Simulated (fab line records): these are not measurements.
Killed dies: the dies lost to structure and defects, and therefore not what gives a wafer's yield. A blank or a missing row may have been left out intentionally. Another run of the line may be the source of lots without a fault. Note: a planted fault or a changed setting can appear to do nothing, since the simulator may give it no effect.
fab line records    flow n5Finfet    part 1 of 2: steps 1 to 4 of 6
record lots=22  wafers=66  lastDay=19
route steps=1938 shown BEOL_M9@1415 BEOL_M10@1490
lots with no fault: from the same line, run without faults
startH: the number of hours between the record's first day and the start of the first shown wafer of the lot    waitH: time in hours since the lot's previous step    " repeats the value in the row above    L1.1+2: a row that stands for several wafers    - either no value or no given start    * or withheld: withheld    < > ~ a bound
route shown NAME@n: names a module that has steps shown in the file, with the first one's number in the route    usual: mean/standard deviation taken from wafers without a fault    same: alike in all rows    chamber/n: place in a boat    sites: readings site by site    _std_site: the standard deviation of these    _edge_site: mean of outer sites minus mean of inner sites    radiusMm: how far each site lies from the wafer's centre    mask NAME#n: copy n    behind: the last tool/chamber to shape the wafer    hold: reason for holding the lot/hours on hold/outcome of the hold    device: transistor that didn't switch, given as n, p or np    end of line: tests run on the same wafers once the route is complete    step lacking rows: just its recipe    killed: not the wafer's yield, but the dies lost to structure and defects at the first sort    map: dies across one wafer; x = killed, . = not, _ = none there
set.NAME: the run value of the setting; set.NAME@STEP: its run value at that earlier step    model.NAME: the simulator's own value behind a step, which no gauge read
the route's steps for a sample of lots (tables are steps, rows are wafers)
services: from which hour (startH, from the record's first day; less than 0 if before it) a tool's chamber was out of use, for how many hours, and why
## steps
# step N5_BEOL_M9_OVL_MEAS_12
# recipe pointsPerWafer=44
# usual M9_OVL=-0.2/0.74
lot.wafer  tool        chamber  startH  waitH  M9_OVL[nm]
L074.1     overlay-02  0        233.07  0.0    -0.7
L074.4     "           0        "       "      -0.9
L074.6     "           0        "       "      -1.2
L075.1     overlay-01  0        233.13  0.0    1.1
L075.2     "           0        "       "      0.6
L075.6     "           0        "       "      0.5
L078.2     overlay-02  0        281.76  0.0    -0.2
L078.3     "           0        "       "      -0.3
L078.6     "           0        "       "      -0.2
L077.4     overlay-02  0        285.03  0.0    0.0
L077.5     "           0        "       "      0.3
L077.6     "           0        "       "      0.5
L079.1     overlay-02  0        302.95  0.0    -0.3
L079.4     "           0        "       "      -0.4
L079.6     "           0        "       "      -1.1
L080.2     overlay-02  0        303.18  0.0    0.8
L080.4     "           0        "       "      0.6
L080.5     "           0        "       "      0.6
L081.1     overlay-01  0        315.93  0.1    -0.4
L081.2     "           0        "       "      -0.2
L081.6     "           0        "       "      -0.3
L083.2     overlay-02  0        329.88  0.0    -0.5
L083.3     "           0        "       "      -0.1
L083.6     "           0        "       "      0.4
L084.1     overlay-02  0        339.05  0.0    -1.4
L084.3     "           0        "       "      -0.6
L084.4     "           0        "       "      0.2
L085.1     overlay-01  0        339.70  0.0    0.3
L085.4     "           0        "       "      0.0
L085.6     "           0        "       "      0.5
L087.1     overlay-02  0        343.42  0.0    -0.2
L087.2     "           0        "       "      0.1
L087.5     "           0        "       "      0.9
L086.2     overlay-02  0        343.68  0.0    0.2
L086.4     "           0        "       "      -0.8
L086.5     "           0        "       "      1.1
L076.3     overlay-01  0        354.23  0.0    0.5
L076.4     "           0        "       "      0.6
L076.6     "           0        "       "      -0.3
L089.2     overlay-02  0        354.39  0.0    -0.7
L089.3     "           0        "       "      -1.4
L089.5     "           0        "       "      -0.9
L090.2     overlay-01  0        361.52  0.0    -0.5
L090.4     "           0        "       "      0.1
L090.6     "           0        "       "      -0.6
L091.2     overlay-02  0        374.88  0.0    -1.1
L091.5     "           0        "       "      0.0
L091.6     "           0        "       "      0.8
L088.2     overlay-01  0        378.81  0.0    -0.2
L088.3     "           0        "       "      -0.3
L088.6     "           0        "       "      0.3
L092.1     overlay-01  0        382.14  0.0    0.9
L092.2     "           0        "       "      1.3
L092.4     "           0        "       "      1.8
L093.2     overlay-01  0        384.59  0.0    -1.3
L093.4     "           0        "       "      -0.6
L093.6     "           0        "       "      -1.1
L095.2     overlay-02  0        388.28  0.0    -0.9
L095.5     "           0        "       "      0.1
L095.6     "           0        "       "      -0.9
L096.2     overlay-02  0        388.98  0.0    -0.3
L096.5     "           0        "       "      -0.5
L096.6     "           0        "       "      -0.2
L097.1     overlay-01  0        393.63  0.0    -0.8
L097.5     "           0        "       "      0.5
L097.6     "           0        "       "      0.3
# step N5_BEOL_M9_ETCH_65
# recipe chemistry=CF4  target=SiARC  targetDepthA=156  maskMaterial=CAR-EUV  timeS=26  ionEnergyEv=80  pressureMtorr=40  sourceW=545  biasW=36  Ar_flow_sccm=100  cf4FlowSccm=100  ends=cleared
# usual cf4FlowSccm=99.99/0.3  drypumpMotorCurrentA=5.6/0.36  etchRfOnTimeS=26.0/0.83  oesProductAu=0.70/0.096  rfVppV=184.0/1.3  showerheadPlenumPTorr=2.13/0.079  throttleValvePct=15.52/0.24
lot.wafer  tool        chamber  startH  waitH  cf4FlowSccm  drypumpMotorCurrentA  etchRfOnTimeS  oesProductAu  rfHoursCounterH  rfVppV  showerheadPlenumPTorr  throttleValvePct
L075.1     rieDiel-04  1        235.70  0.0    99.70        6.3                   25.6           0.59          244              182.9   2.03                   15.81
L075.2     "           0        "       "      100.26       5.8                   25.5           0.78          30               183.0   2.10                   15.29
L075.6     "           3        "       "      99.51        5.6                   25.4           0.58          -                183.2   2.09                   15.80
L074.1     rieDiel-02  3        235.86  0.0    99.93        5.7                   25.8           0.60          238              184.7   2.10                   15.90
L074.4     "           3        "       "      99.46        5.7                   25.7           0.60          -                184.7   2.10                   15.89
L074.6     "           0        "       "      99.58        5.4                   26.1           0.78          -                184.3   2.18                   15.41
L078.2     rieDiel-04  3        283.91  0.0    99.78        5.7                   25.2           0.58          257              183.3   2.09                   15.81
L078.3     "           2        "       "      100.12       5.2                   27.1           0.60          191              184.2   2.21                   15.73
L078.6     "           0        "       "      99.88        5.8                   25.6           0.75          -                184.6   2.10                   15.32
L077.4     rieDiel-06  0        287.63  0.0    100.19       4.9                   26.9           0.71          53               183.2   2.08                   15.31
L077.5     "           2        "       "      100.34       5.2                   26.0           0.59          -                184.8   2.20                   15.75
L077.6     "           3        "       "      99.80        5.3                   26.0           0.61          -                182.3   2.04                   15.97
L080.2     rieDiel-06  0        305.61  0.0    100.10       4.9                   26.6           0.70          59               181.8   2.08                   15.32
L080.4     "           3        "       "      99.67        5.3                   25.8           0.61          204              183.7   2.04                   15.99
L080.5     "           1        "       "      99.75        5.7                   24.7           0.62          -                182.4   2.04                   15.67
L079.1     rieDiel-06  2        306.03  0.0    99.99        5.2                   25.8           0.59          242              184.5   2.20                   15.77
L079.4     "           0        "       "      100.07       4.9                   27.2           0.70          59               182.2   2.08                   15.33
L079.6     "           1        "       "      100.20       5.7                   25.2           0.61          -                183.8   2.04                   15.68
L081.1     rieDiel-04  0        319.25  0.0    99.87        5.8                   25.9           0.74          57               181.4   2.09                   15.37
L081.2     "           2        "       "      100.05       5.3                   27.2           0.59          204              184.4   2.21                   15.77
L081.6     "           0        "       "      100.08       5.8                   25.8           0.74          -                183.7   2.09                   15.35
L083.2     rieDiel-04  2        332.82  0.0    99.98        5.2                   26.8           0.59          211              183.4   2.21                   15.77
L083.3     "           1        "       "      99.80        6.3                   25.3           0.79          19               185.4   2.28                   15.38
L083.6     "           0        "       "      100.09       5.8                   25.8           0.73          -                183.6   2.09                   15.35
L085.1     rieDiel-04  0        343.18  0.0    99.67        5.8                   25.6           0.73          67               183.4   2.09                   15.37
L085.4     "           2        "       "      100.08       5.2                   27.2           0.59          214              184.3   2.20                   15.79
L085.6     "           3        "       "      99.87        5.6                   25.2           0.84          -                182.2   2.09                   15.30
L084.1     rieDiel-02  0        344.09  0.0    100.20       5.4                   26.5           0.77          22               184.0   2.18                   15.42
L084.3     "           3        "       "      100.63       5.7                   26.5           0.60          244              182.3   2.10                   15.90
L084.4     "           1        "       "      99.53        6.0                   27.5           0.60          205              183.6   2.04                   15.41
L087.1     rieDiel-02  3        345.87  0.0    100.03       5.7                   26.0           0.59          244              184.5   2.10                   15.91
L087.2     "           1        "       "      100.18       6.0                   27.3           0.59          206              182.9   2.03                   15.41
L087.5     "           1        "       "      100.10       6.0                   27.2           0.59          -                183.2   2.03                   15.41
L086.2     rieDiel-04  3        346.17  0.0    100.10       5.6                   25.2           0.83          5                183.3   2.09                   15.28
L086.4     "           2        "       "      99.90        5.3                   26.9           0.59          215              185.4   2.20                   15.78
L086.5     "           1        "       "      100.65       6.3                   25.3           0.78          -                186.3   2.28                   15.40
L076.3     rieDiel-02  1        356.51  0.0    99.95        6.0                   27.2           0.59          209              183.1   2.03                   15.40
L076.4     "           2        "       "      100.18       5.5                   26.3           0.84          5                183.0   2.10                   15.14
L076.6     "           0        "       "      99.93        5.4                   26.6           0.76          -                184.6   2.18                   15.41
L089.2     rieDiel-04  0        356.56  0.0    100.11       5.8                   25.4           0.73          71               182.6   2.09                   15.38
L089.3     "           3        "       "      99.90        5.6                   25.2           0.82          9                184.6   2.09                   15.34
L089.5     "           2        "       "      99.96        5.2                   27.3           0.58          -                185.8   2.20                   15.80
L090.2     rieDiel-04  3        363.93  0.0    100.10       5.6                   25.0           0.81          11               182.3   2.09                   15.32
L090.4     "           2        "       "      99.59        5.3                   27.0           0.58          220              185.9   2.20                   15.80
L090.6     "           2        "       "      99.52        5.3                   27.0           0.58          -                185.3   2.20                   15.80
L091.2     rieDiel-04  0        379.08  0.0    99.84        5.8                   25.7           0.71          79               182.9   2.09                   15.40
L091.5     "           2        "       "      99.84        5.2                   26.8           0.58          -                186.2   2.20                   15.80
L091.6     "           1        "       "      100.08       6.2                   25.0           0.77          -                186.1   2.27                   15.40
L088.2     rieDiel-04  1        380.64  0.0    99.76        6.3                   24.9           0.77          34               185.7   2.27                   15.40
L088.3     "           0        "       "      100.51       5.8                   25.8           0.71          79               183.7   2.09                   15.39
L088.6     "           0        "       "      100.01       5.8                   25.9           0.72          -                184.6   2.09                   15.40
L092.1     rieDiel-02  1        383.53  0.0    100.40       6.0                   27.4           0.58          220              181.6   2.03                   15.44
L092.2     "           0        "       "      100.24       5.4                   26.2           0.75          37               183.8   2.17                   15.42
L092.4     "           0        "       "      100.11       5.4                   25.9           0.75          -                182.9   2.17                   15.44
L093.2     rieDiel-02  2        387.68  0.0    99.82        5.5                   26.2           0.80          17               185.7   2.10                   15.17
L093.4     "           3        "       "      99.98        5.7                   24.9           0.88          2                184.0   2.09                   15.44
L093.6     "           1        "       "      99.83        6.0                   27.1           0.58          -                182.2   2.03                   15.42
L095.2     rieDiel-06  1        390.26  0.0    99.87        5.6                   24.0           0.84          9                185.2   2.29                   15.19
L095.5     "           1        "       "      99.89        5.7                   24.1           0.83          -                185.2   2.29                   15.22
L095.6     "           2        "       "      99.81        5.2                   25.0           0.81          -                184.8   2.19                   15.31
L096.2     rieDiel-02  0        392.47  0.0    100.24       5.5                   26.0           0.75          41               184.7   2.17                   15.45
L096.5     "           2        "       "      100.30       5.5                   26.3           0.80          -                184.5   2.10                   15.17
L096.6     "           3        "       "      99.87        5.7                   25.1           0.86          -                182.9   2.09                   15.43
L097.1     rieDiel-04  3        399.46  0.0    100.57       5.7                   25.0           0.79          24               181.2   2.08                   15.34
L097.5     "           0        "       "      100.14       5.8                   25.9           0.71          -                183.5   2.08                   15.40
L097.6     "           1        "       "      100.21       6.3                   24.9           0.76          -                186.7   2.27                   15.43
# step N5_BEOL_M9_THK_MEAS_53
# recipe thkMeasGauge=xrf  reads=Cu_of_BEOL_M9_ECD_50
# usual M9_THK=141/4.5
lot.wafer  tool          chamber  startH  waitH  M9_THK[nm]
L074.1     filmMetro-01  -        238.56  -      143
L074.4     "             -        "       "      140
L074.6     "             -        "       "      143
L075.1     filmMetro-01  -        239.69  -      140
L075.2     "             -        "       "      144
L075.6     "             -        "       "      143
L078.2     filmMetro-02  -        288.28  -      146
L078.3     "             -        "       "      140
L078.6     "             -        "       "      145
L077.4     filmMetro-02  -        291.39  -      144
L077.5     "             -        "       "      143
L077.6     "             -        "       "      142
L080.2     filmMetro-02  -        311.16  -      137
L080.4     "             -        "       "      140
L080.5     "             -        "       "      144
L079.1     filmMetro-01  -        311.61  -      141
L079.4     "             -        "       "      139
L079.6     "             -        "       "      144
L081.1     filmMetro-02  -        321.82  -      137
L081.2     "             -        "       "      136
L081.6     "             -        "       "      140
L083.2     filmMetro-02  -        336.99  -      136
L083.3     "             -        "       "      146
L083.6     "             -        "       "      143
L085.1     filmMetro-02  -        347.44  -      143
L085.4     "             -        "       "      137
L085.6     "             -        "       "      143
L084.1     filmMetro-02  -        348.30  -      146
L084.3     "             -        "       "      141
L084.4     "             -        "       "      138
L087.1     filmMetro-01  -        348.57  -      136
L087.2     "             -        "       "      134
L087.5     "             -        "       "      133
L086.2     filmMetro-02  -        349.07  -      143
L086.4     "             -        "       "      136
L086.5     "             -        "       "      143
L076.3     filmMetro-02  -        359.51  -      135
L076.4     "             -        "       "      142
L076.6     "             -        "       "      144
L089.2     filmMetro-01  -        359.85  -      139
L089.3     "             -        "       "      139
L089.5     "             -        "       "      131
L090.2     filmMetro-01  -        367.12  -      140
L090.4     "             -        "       "      130
L090.6     "             -        "       "      134
L091.2     filmMetro-02  -        382.32  -      139
L091.5     "             -        "       "      136
L091.6     "             -        "       "      143
L088.2     filmMetro-01  -        385.75  -      149
L088.3     "             -        "       "      142
L088.6     "             -        "       "      141
L092.1     filmMetro-01  -        386.24  -      132
L092.2     "             -        "       "      139
L092.4     "             -        "       "      141
L093.2     filmMetro-02  -        390.67  -      145
L093.4     "             -        "       "      144
L093.6     "             -        "       "      134
L095.2     filmMetro-01  -        393.64  -      154
L095.5     "             -        "       "      155
L095.6     "             -        "       "      149
L096.2     filmMetro-02  -        395.84  -      144
L096.5     "             -        "       "      143
L096.6     "             -        "       "      146
L097.1     filmMetro-01  -        402.20  -      143
L097.5     "             -        "       "      141
L097.6     "             -        "       "      145
# step N5_BEOL_M10_STRIP_67
# recipe chemistry=CF4  resist=SiARC  powerW=300  biasPowerW=75  pressureMtorr=50  cf4FlowSccm=150  rfFrequencyHz=6e+07
# usual biasPowerW=75.00/0.22  cf4FlowSccm=150.0/0.5  drypumpMotorCurrentA=5.8/0.51  oesProductAu=0.80/0.075  powerW=300.1/0.92  rfVppV=270.4/1.5  showerheadPlenumPTorr=1.76/0.066  throttleValvePct=13.57/0.19
lot.wafer  tool        chamber  startH  waitH  biasPowerW  cf4FlowSccm  drypumpMotorCurrentA  oesProductAu  powerW  rfHoursCounterH  rfVppV  showerheadPlenumPTorr  throttleValvePct
L074.1     rieDiel-01  2        243.80  0.0    74.95       149.8        5.4                   0.70          298.5   222              271.2   1.83                   13.77
L074.4     "           0        "       "      74.53       149.3        6.2                   0.76          299.4   165              270.2   1.72                   13.76
L074.6     "           2        "       "      75.04       149.5        5.4                   0.70          298.7   -                270.8   1.83                   13.76
L075.1     rieDiel-03  1        244.06  0.0    74.74       149.6        6.5                   0.84          300.6   63               270.7   1.82                   13.37
L075.2     "           0        "       "      75.07       149.8        6.0                   0.81          301.3   92               270.7   1.75                   13.63
L075.6     "           0        "       "      74.91       150.5        6.0                   0.81          298.1   -                270.7   1.75                   13.63
L078.2     rieDiel-03  2        291.91  0.0    75.39       150.2        6.7                   0.80          300.4   92               271.7   1.81                   13.71
L078.3     "           1        "       "      75.42       149.8        6.5                   0.83          299.7   74               271.2   1.81                   13.39
L078.6     "           1        "       "      75.21       149.9        6.5                   0.82          299.7   -                270.3   1.81                   13.38
L077.4     rieDiel-01  0        296.31  0.0    74.84       150.2        6.2                   0.74          300.0   180              269.2   1.72                   13.78
L077.5     "           1        "       "      74.73       150.3        6.5                   0.79          300.0   -                270.6   1.75                   13.30
L077.6     "           0        "       "      74.72       150.5        6.2                   0.74          300.4   -                270.1   1.72                   13.79
L080.2     rieDiel-05  0        315.77  0.0    75.41       150.5        5.4                   0.80          299.5   90               271.1   1.82                   13.54
L080.4     "           1        "       "      74.85       150.4        6.1                   0.87          301.2   52               270.2   1.76                   13.45
L080.5     "           0        "       "      75.13       149.8        5.3                   0.81          299.3   -                272.4   1.82                   13.53
L079.1     rieDiel-01  2        316.03  0.0    74.96       150.1        5.4                   0.69          298.7   244              271.3   1.83                   13.81
L079.4     "           0        "       "      74.79       149.9        6.2                   0.74          300.1   185              269.4   1.72                   13.81
L079.6     "           3        "       "      74.98       150.2        5.1                   0.73          300.6   -                267.1   1.64                   13.54
L081.1     rieDiel-05  0        323.56  0.0    74.86       149.8        5.4                   0.80          300.3   92               271.3   1.82                   13.54
L081.2     "           3        "       "      74.95       150.1        5.5                   0.86          298.1   44               269.7   1.76                   13.23
L081.6     "           0        "       "      74.61       149.7        5.4                   0.79          298.6   -                271.3   1.82                   13.53
L083.2     rieDiel-01  1        339.65  0.0    75.22       150.7        6.4                   0.77          301.9   103              270.3   1.75                   13.35
L083.3     "           3        "       "      74.94       149.9        5.2                   0.72          299.9   216              269.2   1.63                   13.58
L083.6     "           0        "       "      74.86       149.8        6.2                   0.73          299.2   -                269.4   1.71                   13.84
L085.1     rieDiel-01  2        353.74  0.0    75.27       149.9        5.4                   0.97          300.4   4                273.5   1.82                   13.29
L085.4     "           0        "       "      74.72       149.4        6.2                   0.73          300.7   -                270.4   1.71                   13.84
L085.6     "           3        "       "      75.33       149.8        5.1                   0.72          301.2   -                267.5   1.63                   13.60
L084.1     rieDiel-01  2        354.20  0.0    74.89       149.8        5.4                   0.98          301.1   4                272.1   1.82                   13.31
L084.3     "           0        "       "      75.26       150.9        6.2                   0.73          301.4   203              269.5   1.71                   13.85
L084.4     "           0        "       "      74.45       150.5        6.2                   0.73          300.5   -                269.4   1.71                   13.82
L087.1     rieDiel-01  0        354.45  0.0    75.22       150.2        6.3                   0.73          300.4   203              269.1   1.71                   13.84
L087.2     "           2        "       "      75.16       150.0        5.4                   0.97          301.2   5                272.9   1.82                   13.30
L087.5     "           0        "       "      74.88       149.7        6.2                   0.73          299.3   -                268.6   1.71                   13.83
L086.2     rieDiel-05  2        354.59  0.0    74.95       150.1        5.6                   0.71          300.5   243              272.8   1.86                   13.94
L086.4     "           0        "       "      74.89       150.3        5.3                   0.80          299.6   104              271.1   1.82                   13.58
L086.5     "           3        "       "      75.04       151.2        5.5                   0.83          301.4   -                269.6   1.75                   13.27
L076.3     rieDiel-03  3        362.00  0.0    75.31       149.5        5.6                   0.90          300.7   27               272.4   1.83                   13.66
L076.4     "           1        "       "      75.00       150.9        6.5                   0.80          300.0   91               271.9   1.81                   13.42
L076.6     "           3        "       "      75.26       150.4        5.6                   0.90          300.6   -                270.7   1.83                   13.67
L089.2     rieDiel-01  2        362.18  0.0    75.25       149.3        5.4                   0.96          299.0   9                271.5   1.82                   13.29
L089.3     "           2        "       "      75.06       149.8        5.4                   0.95          298.7   -                271.1   1.82                   13.30
L089.5     "           2        "       "      75.06       149.4        5.4                   0.96          299.9   -                271.2   1.82                   13.29
L090.2     rieDiel-03  3        370.18  0.0    74.98       149.9        5.6                   0.89          300.8   30               272.9   1.83                   13.67
L090.4     "           2        "       "      74.82       149.9        6.7                   0.78          300.5   111              271.4   1.81                   13.74
L090.6     "           2        "       "      75.03       149.6        6.7                   0.78          300.7   -                271.9   1.80                   13.74
L091.2     rieDiel-05  3        384.84  0.0    75.33       150.0        5.5                   0.83          299.2   69               270.6   1.75                   13.30
L091.5     "           0        "       "      75.54       149.6        5.4                   0.78          299.8   -                271.4   1.81                   13.62
L091.6     "           3        "       "      74.98       150.5        5.5                   0.83          299.4   -                269.2   1.75                   13.30
L088.2     rieDiel-01  2        389.40  0.0    75.23       150.3        5.4                   0.92          300.1   21               271.0   1.82                   13.31
L088.3     "           1        "       "      74.70       149.8        6.4                   0.76          301.3   115              269.5   1.75                   13.39
L088.6     "           3        "       "      75.31       149.9        5.1                   0.72          300.6   -                266.5   1.63                   13.62
L092.1     rieDiel-03  2        389.41  0.0    75.07       150.0        6.7                   0.77          299.8   119              272.1   1.80                   13.79
L092.2     "           1        "       "      75.22       149.9        6.5                   0.80          301.6   101              270.5   1.81                   13.45
L092.4     "           3        "       "      74.81       150.1        5.6                   0.88          301.0   38               272.5   1.83                   13.68
L093.2     rieDiel-01  3        394.33  0.0    75.00       150.1        5.1                   0.71          300.3   237              267.2   1.63                   13.65
L093.4     "           1        "       "      74.95       150.0        6.4                   0.76          299.1   117              269.1   1.74                   13.38
L093.6     "           2        "       "      74.90       149.4        5.4                   0.92          298.7   -                271.2   1.82                   13.33
L095.2     rieDiel-03  2        395.72  0.0    75.04       150.3        6.7                   0.77          300.0   122              271.8   1.80                   13.78
L095.5     "           3        "       "      74.75       150.6        5.6                   0.87          297.8   -                272.5   1.83                   13.70
L095.6     "           2        "       "      75.12       150.7        6.7                   0.77          299.8   -                272.7   1.80                   13.77
L096.2     rieDiel-05  1        401.45  0.0    75.46       149.1        6.2                   0.83          301.2   85               271.8   1.75                   13.51
L096.5     "           2        "       "      75.04       150.6        5.6                   0.94          299.5   -                272.2   1.85                   13.40
L096.6     "           0        "       "      75.08       150.1        5.4                   0.78          299.9   -                270.5   1.81                   13.60
L097.1     rieDiel-01  0        405.30  0.0    75.30       150.1        6.2                   0.72          299.1   224              270.4   1.71                   13.89
L097.5     "           2        "       "      75.15       150.0        5.4                   0.91          301.0   -                272.1   1.82                   13.37
L097.6     "           3        "       "      74.90       149.6        5.2                   0.71          299.6   -                267.0   1.63                   13.64
